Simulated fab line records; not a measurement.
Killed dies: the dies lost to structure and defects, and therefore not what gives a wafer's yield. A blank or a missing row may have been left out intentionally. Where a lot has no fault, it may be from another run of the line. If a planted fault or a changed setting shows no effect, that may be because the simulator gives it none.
Chamber matching :: flow n5_finfet :: 4 sister chambers for N5_BEOL_M7_DESCUM_16 on rie_diel-05
The step chemistry O2, time 7.9 s. 8 wafers are shown with their chamber, then 6 later ones without.

## WAFERS PAIRED WITH THEIR CHAMBERS
wafer: L080.6
chamber: 0
throttle_valve_pct (%): 20.46
showerhead_plenum_p_Torr (Torr): 2.00

wafer: L082.1
chamber: 3
throttle_valve_pct (%): 20.75
showerhead_plenum_p_Torr (Torr): 2.18

wafer: L082.3
chamber: 2
throttle_valve_pct (%): 20.59
showerhead_plenum_p_Torr (Torr): 2.15

wafer: L081.1
chamber: 3
throttle_valve_pct (%): 20.78
showerhead_plenum_p_Torr (Torr): 2.18

wafer: L081.2
chamber: 1
throttle_valve_pct (%): 19.82
showerhead_plenum_p_Torr (Torr): 2.12

wafer: L086.1
chamber: 1
throttle_valve_pct (%): 19.82
showerhead_plenum_p_Torr (Torr): 2.11

wafer: L086.4
chamber: 0
throttle_valve_pct (%): 20.47
showerhead_plenum_p_Torr (Torr): 2.00

wafer: L086.5
chamber: 2
throttle_valve_pct (%): 20.63
showerhead_plenum_p_Torr (Torr): 2.14

## WAFERS WHOSE CHAMBER IS MISSING
wafer: L090.2
throttle_valve_pct (%): 20.78
showerhead_plenum_p_Torr (Torr): 2.17

wafer: L090.4
throttle_valve_pct (%): 19.85
showerhead_plenum_p_Torr (Torr): 2.11

wafer: L090.6
throttle_valve_pct (%): 20.78
showerhead_plenum_p_Torr (Torr): 2.17

wafer: L091.1
throttle_valve_pct (%): 19.85
showerhead_plenum_p_Torr (Torr): 2.11

wafer: L091.2
throttle_valve_pct (%): 20.49
showerhead_plenum_p_Torr (Torr): 2.00

wafer: L091.4
throttle_valve_pct (%): 20.80
showerhead_plenum_p_Torr (Torr): 2.17

## WHICH CHAMBER EACH ONE RAN IN
wafer: L090.2
from the rows above: 3
in truth: 3

wafer: L090.4
from the rows above: 1
in truth: 1

wafer: L090.6
from the rows above: 3
in truth: 3

wafer: L091.1
from the rows above: 1
in truth: 1

wafer: L091.2
from the rows above: 0
in truth: 0

wafer: L091.4
from the rows above: 3
in truth: 3
Correct placement for 6 of the 6. Left unplaced by these rows: 0. Placed wrongly: 0.
How it was worked out, from the rows above alone: a wafer's distance from a chamber is the root of the sum, over the readings, of the square of ((its reading less the chamber's mean) divided by the reading's scatter). If the next closest chamber is less than 2 further off than the closest, the wafer can't be placed; otherwise it belongs to the closest. A chamber's mean is the mean of its shown wafers. The scatter: the root of (the sum of the squares of (reading less its chamber's mean) over the shown wafers, divided by (wafers less chambers)).
